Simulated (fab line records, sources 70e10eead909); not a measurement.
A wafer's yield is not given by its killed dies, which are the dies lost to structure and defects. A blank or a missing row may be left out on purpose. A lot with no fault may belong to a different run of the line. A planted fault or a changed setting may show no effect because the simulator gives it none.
Chamber matching | flow nand-harc | pecvd-03 running NHARC_P_BONDPAD_DEP_00: 3 sister chambers
The step deposits SiCN, target thk 250 nm. 3 wafers are shown with their chamber, then 9 later ones without.

## WAFERS, EACH WITH ITS CHAMBER
wafer  | chamber | heater-power-w (W)
L080.1 | 2       | 542
L090.4 | 0       | 503
L090.6 | 1       | 575

## WAFERS WHOSE CHAMBER IS MISSING
wafer  | heater-power-w (W)
L093.1 | 561
L093.2 | 529
L093.3 | 460
L094.3 | 574
L094.4 | 430
L094.6 | 583
L095.3 | 596
L095.5 | 518
L095.6 | 472

## EACH ONE'S CHAMBER
wafer  | from the rows above          | in truth
L093.1 | can't be placed: 1 or 2 or 0 | 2
L093.2 | can't be placed: 2 or 0 or 1 | 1
L093.3 | can't be placed: 0 or 2      | 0
L094.3 | can't be placed: 1 or 2      | 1
L094.4 | can't be placed: 0 or 2      | 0
L094.6 | can't be placed: 1 or 2      | 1
L095.3 | can't be placed: 1 or 2      | 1
L095.5 | can't be placed: 0 or 2 or 1 | 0
L095.6 | can't be placed: 0 or 2      | 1
Correctly placed: 0 of 9. Unplaceable from these rows: 9, with the true chamber sitting among the candidates in 8. Number placed wrongly: 0.
How it was worked out, from the rows above alone: a wafer's distance from a chamber is the root of the sum, over the readings, of the square of ((its reading less the chamber's mean) divided by the reading's scatter). If the next closest chamber is less than 2 further off than the closest, the wafer can't be placed; otherwise it belongs to the closest. The mean given for a chamber averages the wafers shown for that chamber. The scatter (one wafer shown for each chamber): square how far every hidden wafer sits from the nearest shown wafer, average those squares and take the square root.
